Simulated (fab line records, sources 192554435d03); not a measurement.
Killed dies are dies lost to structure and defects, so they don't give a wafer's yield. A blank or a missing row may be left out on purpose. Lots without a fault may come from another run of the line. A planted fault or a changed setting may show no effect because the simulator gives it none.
Problem report in the 8D (eight disciplines) form, filled by code | flow n5_finfet | the parts of the form that need people (team, actions taken, sign-off) are left out

1. THE PROBLEM
oes_product_au at N5_BEOL_M0_SAQP_ETCH_102 reads a mean of 1.457 a.u. on 3 wafers of 3 lots; wafers without a fault read 1.000 a.u. with a standard deviation of 0.019. That is +24 standard deviations from the usual mean.
The step: etches SiO2 in CF4, target depth 4 nm, time 4.4 s.
First seen on wafer L945.2, day 8 04:04, on rie_si-05. The record holds 18 wafers of 7 lots with a number at this step. Rule for "out", or "out of limits": more than 4 standard deviations from the usual mean. The other wafers with a number count as sound.

2. WHAT IT IS AND WHAT IT IS NOT
question                    | is                     | is not
which readings at this step | oes_product_au         | drypump_motor_current_A, throttle_valve_pct
which lots                  | L945, L946, L950       | L938, L939, L957, L960
which wafers of those lots  | L945.2, L946.2, L950.5 | L945.6, L946.6, L950.6
read on which tools         | rie_si-05              | rie_si-01, rie_si-04
when                        | from day 8 04:04       | up to then (7 sound wafers); but 8 sound wafers of L946, L950, L957, L960 came after

3. SUSPECTS, AND WHAT RULES EACH OUT
Counting: a tool at a process step up to the reading stays a suspect if it ran every lot that is out. Sound lots after the first of them don't rule it out here, since some wafers of a struck lot are sound.
- rie_si-05 at N5_BEOL_M0_SAQP_ETCH_102 (etches SiO2 in CF4, target depth 4 nm, time 4.4 s): kept. It ran every lot that is out, first L945 (day 8 04:04); its last sound lot up to then is L938 (day 5 21:30). Its own readings are out on those wafers: oes_product_au.
Left after counting: rie_si-05 at N5_BEOL_M0_SAQP_ETCH_102.

4. THE CAUSE (what the simulator had put in)
Process parameter drift: rie_si-05, from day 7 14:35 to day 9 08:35, at N5_BEOL_M0_SAQP_ETCH_102. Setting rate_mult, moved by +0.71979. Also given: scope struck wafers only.
Counting left only this tool.

5. THE CHAIN OF EFFECTS, in route order
Each row: a reading whose mean over the struck wafers that have a number lies more than 3 standard deviations from the usual. Only readings for which the record gives a usual standard deviation are gone through. hours: the time from each lot's start at the first step in this table that gives one to its start at this step, as a median over the lots. sigmas: the change in usual standard deviations.
hours | step                     | reading        | usual      | on struck wafers | change | sigmas
0     | N5_BEOL_M0_SAQP_ETCH_102 | oes_product_au | 1.000 a.u. | 1.457            | +0.457 | +24
The process steps in it:
- N5_BEOL_M0_SAQP_ETCH_102: etches SiO2 in CF4, target depth 4 nm, time 4.4 s.
Later measuring or inspecting steps at which every struck wafer that the step has a row for has a number for every such reading, and none has moved that far: N5_BEOL_M4_RC_MEAS_101.

6. WHAT WOULD HAVE CAUGHT IT SOONER
In this record the first reading out of limits was taken at day 8 04:04, 13 hours after the fault began at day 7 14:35.
